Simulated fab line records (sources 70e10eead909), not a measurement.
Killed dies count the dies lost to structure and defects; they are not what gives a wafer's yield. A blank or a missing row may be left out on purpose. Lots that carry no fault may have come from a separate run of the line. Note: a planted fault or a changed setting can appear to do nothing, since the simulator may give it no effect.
A lot that was struck, set against a sound lot ; flow nand harc ; 20 steps out of a route of 1302
Sound: the wafers L104.2, L104.4, L104.6. Struck: wafers L122.1, L122.4, L122.6. At the end, the cause is stated.
Per side, at each step with rows, come the tool, then ch with its chambers, and then its first start. Under that, the readings that differ: sound wafers ; struck wafers ; difference of the means ; sigmas: that difference in standard deviations of wafers without a fault.
alike: words and numbers the same on both sides, and readings whose means are apart by under 2 such deviations; not compared: readings that were withheld, readings missing a value for some wafer, numbers with overlapping values and no deviation given by the record, and bounds like >300 which may hide the same value.
The two part at a step that has a row with sigmas, a row that says differs or no value, or rows on one side only. Numbers that have no deviation but don't overlap get no sigmas and don't part them. Lack of a reading on every wafer of one side parts them only where that side has two or more wafers.

NHARC_A_BLC_CMP_25: polishes, t overpolish 30 s, target thk 150 nm.
  sound on cmp-03 ch 0,1,2, day 22 18:16; struck on cmp-04 ch 0,1,3, day 30 10:32
  alike: edge zone pressure frac, motor current A, overpolish run s, slurry filter dp kPa, time to endpoint s
then, 1 step without rows for these wafers: NHARC_A_BLC_SRD_27.
NHARC_A_BLC_INSPECT_28:
  sound on defect inspect-02 at day 22 18:40; struck on defect inspect-01 at day 30 10:53
reading;sound;struck;difference;sigmas
raw defect count;474 600 780;420 330 359;-248;-2
then, 8 steps without rows for these wafers: NHARC_A_M0_DEP_00 (deposits SiOC, target thk 150 nm); NHARC_A_M0_DEHYDRATE_01 (time 120 s); NHARC_A_M0_HMDS_02 (time 30 s); NHARC_A_M0_COAT_33 (time 65 s); NHARC_A_M0_COAT_03 (resist thk 90 nm); NHARC_A_M0_SOFTBAKE_04 (time 55 s); NHARC_A_M0_EBR_05; NHARC_A_M0_EXPOSE_06 (exposes mask A M0, target cd 80 nm).
NHARC_A_M0_PEB_07: peb time 65 s.
  sound on litho track-04 ch 0, day 22 19:22; struck on litho track-04 ch 0, day 30 11:35
reading;sound;struck;difference;sigmas
heater power total W (W);156.7 156.5 157.2;152.4 152.9 153.2;-4.0;-10
plate temp C (C);100.02 99.81 100.00;98.16 98.09 98.15;-1.81;-13
  alike: chill plate temp C
then, 1 step without rows for these wafers: NHARC_A_M0_DEVELOP_08 (develop time 35 s).
NHARC_A_M0_CD_MEAS_09 targets a cd of 80 nm.
  sound on cd sem-02 ch 0, day 22 19:27; struck on cd sem-02 ch 0, day 30 11:40
reading;sound;struck;difference;sigmas
cd nm (nm);79.1 79.8 78.7;72.3 72.0 72.3;-7.0;-10
NHARC_A_M0_OVL_MEAS_10: pitch 160 nm.
  sound on overlay-01 at day 22 19:33; struck on overlay-01 at day 30 11:44
  alike: overlay x nm, overlay y nm
NHARC_A_M0_INSPECT_11:
  sound on defect inspect-01 at day 22 19:35; struck on defect inspect-02 at day 30 11:47
  alike: raw defect count
NHARC_A_M0_DESCUM_14: chemistry O2, time 3 s.
  sound on rie diel-11 ch 1,3, day 22 19:39; struck on rie diel-09 ch 1,3, day 30 11:52
reading;sound;struck;difference;sigmas
model.A_M0.cd nm (nm);79.5 80.36 79.29;73.09 71.24 72.65;-7.39;
  alike: drypump motor current A, o2 flow sccm, oes product au, rf vpp V, showerhead plenum p Torr, throttle valve pct
  not compared: rf hours counter h
NHARC_A_M0_ETCH_34: etches the open film in N2/H2, target depth 40 nm, overetch 12 nm, time 43.94 s.
  sound on rie diel-11 ch 0,1, day 22 19:44; struck on rie diel-09 ch 0,1,3, day 30 11:57
  alike: drypump motor current A, n2 flow sccm, oes product au, rf vpp V, showerhead plenum p Torr, throttle valve pct
  not compared: rf hours counter h
NHARC_A_M0_ETCH_15: etches the open film in C4F8/Ar, target depth 150 nm, overetch 15 nm, time 82.5 s.
  sound: rie diel-11 ch 0,2; struck: rie diel-09 ch 0,1,3
reading;sound;struck;difference;sigmas
model.A_M0.cd nm (nm);79.3 80.39 79.16;72.76 70.77 72.24;-7.69;
  alike: oes product au, rf vpp V
  not compared: rf hours counter h
NHARC_A_M0_CD_MEAS_16:
  sound on cd sem-02 at day 22 19:57; struck on cd sem-01 at day 30 12:11
reading;sound;struck;difference;sigmas
cd nm (nm);79.4 80.3 79.4;72.6 70.8 71.9;-7.9;-9

## WHERE THEY PART
Earliest at NHARC_A_BLC_INSPECT_28; latest, in this record, at NHARC_A_M0_CD_MEAS_16.

WHY: what had been put in by the simulator
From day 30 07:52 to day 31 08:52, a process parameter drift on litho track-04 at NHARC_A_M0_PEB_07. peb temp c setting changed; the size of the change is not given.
